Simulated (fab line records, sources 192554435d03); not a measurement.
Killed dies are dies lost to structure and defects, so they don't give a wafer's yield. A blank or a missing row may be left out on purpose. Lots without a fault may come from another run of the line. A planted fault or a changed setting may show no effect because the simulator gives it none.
Which tool did it? | flow n5_finfet | 10 lots, 30 wafers sampled, at 4 steps of a route of 1938

WHAT THE GAUGES READ, wafer by wafer
N5_BEOL_M5_OCD_MEAS_38.
lot  | measured     | on     | trench_depth_nm (nm)
L075 | day 8 22:08  | ocd-02 | 73.6 71.8 73.7
L078 | day 9 14:25  | ocd-02 | 69.7 74.8 69.6
L079 | day 9 20:49  | ocd-01 | 69.5 75.3 74.0
L081 | day 10 03:34 | ocd-02 | 72.1 71.4 72.0
L084 | day 11 03:29 | ocd-01 | 73.4 71.1 71.6
L087 | day 11 21:37 | ocd-01 | 69.8 70.2 69.5
L089 | day 12 22:07 | ocd-01 | 70.7 71.0 69.7
L091 | day 13 02:22 | ocd-01 | 71.1 73.1 72.8
L094 | day 13 06:19 | ocd-01 | 69.7 71.2 73.4
L095 | day 14 01:43 | ocd-02 | 68.6 72.9 73.4

WHICH TOOL RAN EACH LOT (tool, then ch and the chambers of the sampled wafers, then the start)
lot  | N5_BEOL_M5_ETCH_61                 | N5_BEOL_M5_STRIP_64                | N5_BEOL_M5_STRIP_36
L075 | rie_diel-01 ch 0,1, day 8 18:58    | rie_diel-01 ch 0,1, day 8 19:07    | rie_diel-03 ch 0,2,3, day 8 21:56
L078 | rie_diel-04 ch 1,2, day 9 12:40    | rie_diel-04 ch 1,2, day 9 12:49    | rie_diel-01 ch 0,1,3, day 9 14:14
L079 | rie_diel-04 ch 0,1,2, day 9 18:15  | rie_diel-04 ch 0,1,2, day 9 18:24  | rie_diel-01 ch 0,2, day 9 20:38
L081 | rie_diel-04 ch 1,2, day 10 02:12   | rie_diel-04 ch 1,2, day 10 02:21   | rie_diel-04 ch 0,3, day 10 03:22
L084 | rie_diel-03 ch 0,1,3, day 10 22:42 | rie_diel-03 ch 0,1,3, day 10 22:52 | rie_diel-03 ch 0,1,2, day 11 03:17
L087 | rie_diel-01 ch 1,2, day 11 19:43   | rie_diel-01 ch 1,2, day 11 19:52   | rie_diel-01 ch 0,3, day 11 21:25
L089 | rie_diel-04 ch 0,2,3, day 12 16:56 | rie_diel-04 ch 0,2,3, day 12 17:05 | rie_diel-03 ch 0,1,3, day 12 21:55
L091 | rie_diel-01 ch 0,3, day 12 22:55   | rie_diel-01 ch 0,3, day 12 23:04   | rie_diel-01 ch 0,1,2, day 13 02:10
L094 | rie_diel-01 ch 0,1,2, day 13 03:36 | rie_diel-01 ch 0,1,2, day 13 03:46 | rie_diel-04 ch 1,2,3, day 13 06:08
L095 | rie_diel-03 ch 0,1, day 14 00:23   | rie_diel-03 ch 0,1, day 14 00:33   | rie_diel-01 ch 0,1,2, day 14 01:31
- N5_BEOL_M5_ETCH_61: etches SiARC in CF4, target depth 15.6 nm, time 26 s.
- N5_BEOL_M5_STRIP_64: strips in CF4.
- N5_BEOL_M5_STRIP_36: strips in N2/H2.

THE ANSWER, worked out from the rows above alone
Rule: what is usual is taken from the lots themselves. Put in order of their means at a reading, lots are off if they are a third of the lots or fewer, leave a main group of 4 or more, and stand apart from it by a gap of 3 or more times the standard deviation of the main group's means; of several such gaps the widest counts. A main group whose means are all the same, to the digits that the tables above print for the reading, isn't used. A lot without any number at a reading at which 4 lots or more have one is off too. The other lots that the step has rows for count as sound.
No lot is off at any reading shown: from this, nothing can be told.

WHAT THE SIMULATOR HAD PUT IN
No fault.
